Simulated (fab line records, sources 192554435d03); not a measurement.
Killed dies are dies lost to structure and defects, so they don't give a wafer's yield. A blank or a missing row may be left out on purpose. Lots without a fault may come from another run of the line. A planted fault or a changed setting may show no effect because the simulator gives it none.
Which tool did it? | flow n5_finfet | 11 lots, 33 wafers sampled, at 4 steps of a route of 1938

WHAT THE GAUGES READ, wafer by wafer
The record holds no reading of a measuring or inspecting step that can be judged against a usual standard deviation.

WHICH TOOL RAN EACH LOT (tool, then ch and the chambers of the sampled wafers, then the start)
lot  | N5_MOL_CONTACT_COAG_ETCH_105       | N5_MIM_BOT_ETCH_ETCH_03           | N5_PASSIVATION_PASS_ETCH_47        | N5_PASSIVATION_PROBE_49
L194 | rie_diel-05 ch 0,1, day 4 16:17    | rie_metal-03 ch 0,1, day 11 03:13 | rie_diel-05 ch 0,3, day 11 09:05   | -
L195 | rie_diel-04 ch 1,2,3, day 5 00:27  | rie_metal-02 ch 0,1, day 11 18:40 | rie_diel-03 ch 2,3, day 11 23:30   | -
L197 | rie_diel-05 ch 0,1,3, day 5 13:52  | rie_metal-02 ch 0,1, day 12 06:17 | rie_diel-05 ch 2,3, day 12 10:59   | -
L199 | rie_diel-03 ch 1,2, day 5 21:36    | rie_metal-01 ch 0,1, day 13 07:46 | rie_diel-03 ch 1,2,3, day 13 13:12 | prober-02, day 13 16:16
L200 | rie_diel-04 ch 0,1, day 6 02:53    | rie_metal-03 ch 1, day 13 07:31   | rie_diel-04 ch 0,2, day 13 14:17   | -
L203 | rie_diel-03 ch 1,2, day 7 02:37    | rie_metal-02 ch 0,1, day 14 12:46 | rie_diel-04 ch 2,3, day 14 18:59   | -
L204 | rie_diel-03 ch 0,3, day 7 04:27    | rie_metal-03 ch 0,1, day 14 12:36 | rie_diel-03 ch 0,1,2, day 14 18:56 | -
L205 | rie_diel-04 ch 1,2, day 7 10:46    | rie_metal-03 ch 0,1, day 14 19:50 | rie_diel-05 ch 0,1,2, day 15 03:40 | -
L213 | rie_diel-04 ch 0,3, day 9 09:53    | rie_metal-03 ch 0,1, day 17 15:26 | rie_diel-03 ch 0,3, day 17 23:45   | prober-02, day 18 03:03
L215 | rie_diel-04 ch 0,1,3, day 10 03:10 | rie_metal-03 ch 0,1, day 17 03:18 | rie_diel-05 ch 2,3, day 17 08:55   | prober-02, day 17 11:56
L216 | rie_diel-05 ch 0,1,3, day 10 12:54 | rie_metal-01 ch 0,1, day 17 20:09 | rie_diel-04 ch 0,1, day 18 03:06   | -
- N5_MOL_CONTACT_COAG_ETCH_105: etches SiARC in CF4, target depth 15.6 nm, time 26 s.
- N5_MIM_BOT_ETCH_ETCH_03: etches the open film in Cl2/BCl3, target depth 12 nm.
- N5_PASSIVATION_PASS_ETCH_47: etches SiNx in CF4/O2, target depth 770 nm, time 385 s.
- N5_PASSIVATION_PROBE_49

WHAT THE TOOLS THEMSELVES READ (means of the sampled wafers that have a number; where no wafer has one, the mark that the record gives instead)
N5_MOL_CONTACT_COAG_ETCH_105. Usual: drypump_motor_current_A 5.8 A, standard deviation 0.33; etch_rf_on_time_s 25.8 s, standard deviation 0.43; oes_product_au 0.67 a.u., standard deviation 0.07; rf_vpp_V 184.5 V, standard deviation 1.2; showerhead_plenum_p_Torr 2.17 Torr, standard deviation 0.066; throttle_valve_pct 15.62 %, standard deviation 0.29.
lot  | tool        | drypump_motor_current_A (A) | etch_rf_on_time_s (s) | oes_product_au (a.u.) | rf_vpp_V (V) | showerhead_plenum_p_Torr (Torr) | throttle_valve_pct (%) | flag
L194 | rie_diel-05 | 5.5                         | 25.8                  | 0.69                  | 185.4        | 2.24                            | 15.51                  |
L195 | rie_diel-04 | 6.3                         | 25.8                  | 0.64                  | 184.9        | 2.17                            | 15.91                  |
L197 | rie_diel-05 | 5.6                         | 25.7                  | 0.72                  | 185.0        | 2.20                            | 15.46                  |
L199 | rie_diel-03 | 5.5                         | 25.7                  | 0.70                  | 183.6        | 2.13                            | 15.20                  |
L200 | rie_diel-04 | 6.3                         | 25.7                  | 0.60                  | 185.6        | 2.21                            | 15.86                  |
L203 | rie_diel-03 | 5.6                         | 25.5                  | 0.69                  | 183.8        | 2.12                            | 15.22                  |
L204 | rie_diel-03 | 5.7                         | 26.4                  | 0.60                  | 184.7        | 2.18                            | 15.89                  |
L205 | rie_diel-04 | 6.2                         | 26.0                  | 0.63                  | 184.4        | 2.16                            | 15.96                  |
L213 | rie_diel-04 | 6.3                         | 26.1                  | 0.61                  | 185.2        | 2.18                            | 15.81                  |
L215 | rie_diel-04 | 6.3                         | 25.9                  | 0.69                  | 183.8        | 2.18                            | 15.75                  |
L216 | rie_diel-05 | 5.6                         | 25.5                  | 0.68                  | 184.7        | 2.19                            | 15.52                  |

N5_MIM_BOT_ETCH_ETCH_03. Usual: bcl3_flow_sccm 80.01 sccm, standard deviation 0.25; drypump_motor_current_A 5.5 A, standard deviation 0.4; oes_product_au 0.72 a.u., standard deviation 0.082; throttle_valve_pct 27.55 %, standard deviation 0.16.
lot  | tool         | bcl3_flow_sccm (sccm) | drypump_motor_current_A (A) | oes_product_au (a.u.) | throttle_valve_pct (%) | flag
L194 | rie_metal-03 | 79.86                 | 5.6                         | 0.71                  | 27.63                  |
L195 | rie_metal-02 | 80.06                 | 5.6                         | 0.83                  | 27.41                  |
L197 | rie_metal-02 | 80.21                 | 5.6                         | 0.82                  | 27.40                  |
L199 | rie_metal-01 | 80.24                 | 5.7                         | 0.71                  | 27.54                  |
L200 | rie_metal-03 | 79.72                 | 5.1                         | 0.67                  | 27.47                  |
L203 | rie_metal-02 | 80.11                 | 5.6                         | 0.80                  | 27.40                  |
L204 | rie_metal-03 | 80.01                 | 5.6                         | 0.69                  | 27.66                  |
L205 | rie_metal-03 | 79.96                 | 5.6                         | 0.70                  | 27.65                  |
L213 | rie_metal-03 | 79.86                 | 5.6                         | 0.68                  | 27.66                  |
L215 | rie_metal-03 | 80.08                 | 5.6                         | 0.68                  | 27.65                  |
L216 | rie_metal-01 | 79.90                 | 5.5                         | 0.85                  | 27.39                  |

N5_PASSIVATION_PASS_ETCH_47. Usual: drypump_motor_current_A 5.9 A, standard deviation 0.36; oes_product_au 0.81 a.u., standard deviation 0.097; rf_vpp_V 241.2 V, standard deviation 2.9; showerhead_plenum_p_Torr 2.22 Torr, standard deviation 0.058; throttle_valve_pct 15.89 %, standard deviation 0.27.
lot  | tool        | drypump_motor_current_A (A) | oes_product_au (a.u.) | rf_vpp_V (V) | showerhead_plenum_p_Torr (Torr) | throttle_valve_pct (%) | flag
L194 | rie_diel-05 | 5.7                         | 0.82                  | 237.6        | 2.27                            | 15.65                  |
L195 | rie_diel-03 | 5.6                         | 0.75                  | 239.8        | 2.23                            | 16.05                  |
L197 | rie_diel-05 | 5.6                         | 0.81                  | 243.2        | 2.19                            | 15.80                  |
L199 | rie_diel-03 | 5.5                         | 0.75                  | 239.1        | 2.20                            | 15.83                  |
L200 | rie_diel-04 | 6.2                         | 0.87                  | 243.1        | 2.23                            | 15.83                  |
L203 | rie_diel-04 | 6.2                         | 0.71                  | 241.3        | 2.18                            | 16.32                  |
L204 | rie_diel-03 | 5.6                         | 0.82                  | 240.2        | 2.22                            | 15.68                  |
L205 | rie_diel-05 | 5.5                         | 0.75                  | 243.1        | 2.26                            | 15.85                  |
L213 | rie_diel-03 | 5.6                         | 0.95                  | 241.4        | 2.19                            | 15.84                  |
L215 | rie_diel-05 | 5.7                         | 0.76                  | 239.8        | 2.16                            | 15.89                  |
L216 | rie_diel-04 | 6.3                         | 0.85                  | 240.6        | 2.24                            | 15.83                  |

N5_PASSIVATION_PROBE_49. Usual: killed_at_M0_to_M3 35, standard deviation 11; killed_at_M4_up 14, standard deviation 5.4; killed_at_contacts 12, standard deviation 6.2; killed_at_front_end 38, standard deviation 11; killed_at_other 4.1, standard deviation 2.8; killed_dies 103, standard deviation 17; killed_on_rim 13, standard deviation 4; killed_open 66, standard deviation 13; killed_short 34, standard deviation 8.2.
lot  | tool      | killed_at_M0_to_M3 | killed_at_M4_up | killed_at_contacts | killed_at_front_end | killed_at_other | killed_dies | killed_on_rim | killed_open | killed_short | flag
L199 | prober-02 | 38                 | 15              | 22                 | 38                  | 6.3             | 119         | 16            | 70          | 45           |
L213 | prober-02 | 38                 | 11              | 52                 | 56                  | 0.7             | 157         | 21            | 82          | 34           | OFF
L215 | prober-02 | 42                 | 17              | 54                 | 31                  | 4.0             | 148         | 19            | 71          | 36           | OFF

THE ANSWER, worked out from the rows above alone
Rule: a lot is off if the mean of its wafers that have a number lies more than 3 standard deviations from the usual mean. A lot without any number at a reading at which 4 lots or more have one is off too. The other lots that the step has rows for count as sound. The gauges are gone through in route order, then the tools' own readings, and for those a lot's mean is taken as printed above. The first step at which some lot is off is used, and at that step the reading that is off furthest; a lot without a number counts as furthest.
Off: L213, L215, at N5_PASSIVATION_PROBE_49 (killed_at_contacts). Neither off nor sound, because the step has no rows for them: L194, L195, L197, L200, L203, L204, L205, L216.
A tool fits if, at that step or a process step before it, it ran every lot that is off, and no sound lot after the first of them. Can't be told from this: 3 tools fit, rie_diel-04 at N5_MOL_CONTACT_COAG_ETCH_105, rie_metal-03 at N5_MIM_BOT_ETCH_ETCH_03, prober-02 at N5_PASSIVATION_PROBE_49.

WHAT THE SIMULATOR HAD PUT IN
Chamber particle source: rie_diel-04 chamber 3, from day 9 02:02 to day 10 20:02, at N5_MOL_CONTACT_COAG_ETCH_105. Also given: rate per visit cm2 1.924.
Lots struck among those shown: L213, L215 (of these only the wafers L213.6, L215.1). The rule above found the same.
